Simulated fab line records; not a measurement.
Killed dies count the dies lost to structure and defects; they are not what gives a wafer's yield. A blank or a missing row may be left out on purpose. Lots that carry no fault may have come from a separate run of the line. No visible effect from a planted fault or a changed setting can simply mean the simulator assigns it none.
A struck lot beside a sound one    flow n5 finfet    38 steps out of a route of 1938
Sound: wafers L756.1, L756.5, L756.6. Struck: wafer L750.2 (left out: L750.6, a lot-mate that was not struck); the cause follows at the end.
Per side, at each step with rows, come the tool, then ch with its chambers, and then its first start. Under that, the readings that differ: sound wafers    struck wafers    difference of the means    sigmas: that difference in standard deviations of wafers without a fault.
alike: same words and numbers on both sides, and readings whose means sit less than 2 such deviations apart. not compared: any withheld reading, any reading some wafer has no value for, any bound like >300 that may hide the same value, and any number with overlapping values for which the record gives no deviation.
A row with sigmas, a row that says differs or no value, or rows on one side alone: a step with any of these is where the two part. Numbers that have no deviation but don't overlap get no sigmas and don't part them. A reading that every wafer of one side lacks parts them only if that side has two wafers or more.

first, 9 steps without rows for these wafers: N5_BEOL_M4_ANNEAL_95 (time 240 s); N5_BEOL_M4_SPUTTER_96 (material Cu, target thk 4.5 nm, time 8.29 s); N5_BEOL_M4_ECD_50 (material Cu, target thk 300 nm); N5_BEOL_M4_ANNEAL_51 (time 90 s); N5_BEOL_M4_CMP_52 (polishes, stops on SiOC, t overpolish 6.8 s, target thk 40 nm); N5_BEOL_M4_PRE_CLEAN_60 (time 15 s); N5_BEOL_M4_CO_CAP_55 (material Co, precursor CCTBA/H2, target thk 2 nm, time 102.1 s); N5_BEOL_M4_PRE_CLEAN_56 (time 15 s); N5_BEOL_M4_DEP_57 (deposits SiCN from 3MS/NH3, target thk 8 nm, time 14 s).
N5_BEOL_M4_RC_MEAS_101:
  sound on prober-01 ch 0, day 13 07:30; struck on prober-02 ch 0, day 11 05:35
reading         sound           struck  difference  sigmas
IOFF_P (nA/um)  0.14 0.20 0.14  0.23    +0.07       +2
VT_N (mV)       259 251 257     246     -10         -3
VT_P (mV)       -256 -252 -257  -247    +8          +2
  alike: DIBL_N, DIBL_P, IOFF_N, ION_N, ION_P, SS_N, SS_P
then, 24 steps without rows for these wafers: N5_BEOL_M5_ILD_DEP_00 (deposits SiCOH lowk from DEMS/porogen, target thk 140.64 nm, time 25.9 s); N5_BEOL_M5_CURE_79 (cures SiCOH lowk, time 240 s); N5_BEOL_M5_PECVD_70 (deposits SiO2 from TEOS/O2, target thk 16 nm, time 18 s); N5_BEOL_M5_HM_DEP_02 (deposits TiN, target thk 20 nm); N5_BEOL_M5_COAT_59 (time 60 s, resist thk 60 nm); N5_BEOL_M5_COAT_60 (time 60 s, resist thk 12 nm); N5_BEOL_M5_COAT_71 (time 60 s, resist thk 5 nm); N5_BEOL_M5_COAT_05 (resist thk 30 nm); N5_BEOL_M5_EBR_07; N5_BEOL_M5_SOFTBAKE_06 (time 60 s); N5_BEOL_M5_EXPOSE_08 (exposes mask M5, target cd 28 nm); N5_BEOL_M5_PEB_09 (peb time 60 s); N5_BEOL_M5_DEVELOP_10 (develop time 30 s); N5_BEOL_M5_DESCUM_16 (chemistry O2, time 7 s); N5_BEOL_M5_ETCH_72 (etches underlayer in N2/H2, target depth 6.5 nm, time 5.2 s); N5_BEOL_M5_ETCH_61 (etches SiARC in CF4, target depth 15.6 nm, time 26 s); N5_BEOL_M5_ETCH_62 (etches SOC in N2/H2, target depth 75 nm, overetch 15 nm, time 112.5 s); N5_BEOL_M5_STRIP_63 (strips in N2/H2); N5_BEOL_M5_STRIP_73 (strips in N2/H2); N5_BEOL_M5_STRIP_64 (strips in CF4); N5_BEOL_M5_HM_OPEN_17 (chemistry Cl2/BCl3, target TiN, target depth 20 nm, overetch 6 nm); N5_BEOL_M5_STRIP_19 (strips in O2); N5_BEOL_M5_COAT_65 (time 60 s, resist thk 60 nm); N5_BEOL_M5_COAT_66 (time 60 s, resist thk 12 nm).
-- the record jumps here: 3 days lie between the struck wafers' starts before and after (it left off in module BEOL_M5 and takes up again in module BEOL_M13, whose first step shown is number 1710 of the route) --
N5_BEOL_M13_CMP_49: polishes, stops on SiOC, t overpolish 17.1 s, target thk 420 nm.
  sound on cmp-01 ch 1,2,3, day 16 00:30; struck on cmp-04 ch 3, day 14 01:41
reading                       sound                 struck  difference  sigmas
barrier field endpoint s (s)  30.0 31.1 30.4        59.0    +28.5       +38
overpolish run s (s)          17.090 17.096 17.097  2.468   -14.626     -99 or more
  alike: edge zone pressure frac, motor current A
N5_BEOL_M13_THK_MEAS_50: measures by xrf.
  sound on film metro-01 at day 16 00:41; struck on film metro-02 at day 14 01:56
reading       sound        struck  difference  sigmas
M13_THK (nm)  417 420 422  783     +363        +63
N5_BEOL_M13_INSPECT_55: inspects for defects (darkfield).
  sound on defect inspect-02 at day 16 00:50; struck on defect inspect-02 at day 14 02:05
reading           sound     struck  difference  sigmas
raw defect count  50 51 41  3159    +3112       +99 or more
N5_PASSIVATION_PROBE_49:
  sound on prober-02 at day 17 04:44; struck on prober-02 at day 15 06:46
reading                   sound           struck  difference  sigmas
defect limited yield (%)  91.4 93.1 93.2  0       -93         -62
killed_at_M4_up           14 14 7         1108    +1096       +99 or more
killed dies               101 82 80       1180    +1092       +64
killed on rim             16 7 11         152     +141        +32
sort n pass               1079 1098 1100  0       -1092       -64
sort yield pct (%)        91.4 93.1 93.2  0       -93         -62
  alike: killed_at_M0_to_M3, killed at contacts, killed at front end, killed at other, killed open, killed short, sort_bin_5_function, sort_bin_6_memory

WHERE THEY PART
Earliest at N5_BEOL_M4_RC_MEAS_101; latest, in this record, at N5_PASSIVATION_PROBE_49.

WHY: whatever the simulator had introduced
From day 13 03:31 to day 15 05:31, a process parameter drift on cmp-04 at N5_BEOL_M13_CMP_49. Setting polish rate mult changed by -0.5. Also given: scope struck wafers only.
